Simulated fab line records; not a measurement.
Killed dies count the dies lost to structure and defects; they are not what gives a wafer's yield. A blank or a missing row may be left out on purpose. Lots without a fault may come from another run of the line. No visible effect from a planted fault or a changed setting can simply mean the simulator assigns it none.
Matching of chambers ; flow n5 finfet ; N5_BEOL_M4_DESCUM_16 on rie diel-01 has 4 sister chambers
The step chemistry O2, time 7 s. 8 wafers are shown with their chamber, then 8 later ones without.

EACH WAFER AND ITS CHAMBER
wafer;chamber;drypump motor current A (A);showerhead plenum p Torr (Torr)
L075.6;3;6.7;2.16
L078.4;1;6.2;2.14
L082.2;0;5.9;1.98
L082.5;2;5.6;2.02
L083.1;1;6.1;2.13
L083.4;2;5.6;2.02
L083.5;3;6.7;2.15
L085.2;0;5.9;1.98

WAFERS WHOSE CHAMBER IS MISSING
wafer;drypump motor current A (A);showerhead plenum p Torr (Torr)
L085.3;5.6;2.02
L085.4;6.7;2.15
L087.1;6.2;2.13
L087.5;5.9;1.98
L087.6;6.6;2.15
L088.1;6.2;2.13
L088.2;5.9;1.98
L088.5;5.9;1.98

THE CHAMBER EACH PASSED THROUGH
wafer;from the rows above;in truth
L085.3;2;2
L085.4;3;3
L087.1;1;1
L087.5;0;0
L087.6;3;3
L088.1;1;1
L088.2;0;0
L088.5;0;0
Placed correctly: 8 of 8. From these rows, 0 cannot be placed. Placed wrongly: 0.
How it was worked out, from the rows above alone: a wafer's distance from a chamber is the root of the sum, over the readings, of the square of ((its reading less the chamber's mean) divided by the reading's scatter). If the next closest chamber is less than 2 further off than the closest, the wafer can't be placed; otherwise it belongs to the closest. A chamber's mean is the mean of its shown wafers. The scatter: take each reading less its chamber's mean, square it, sum over the shown wafers, divide by the number of wafers less the number of chambers, and take the root.
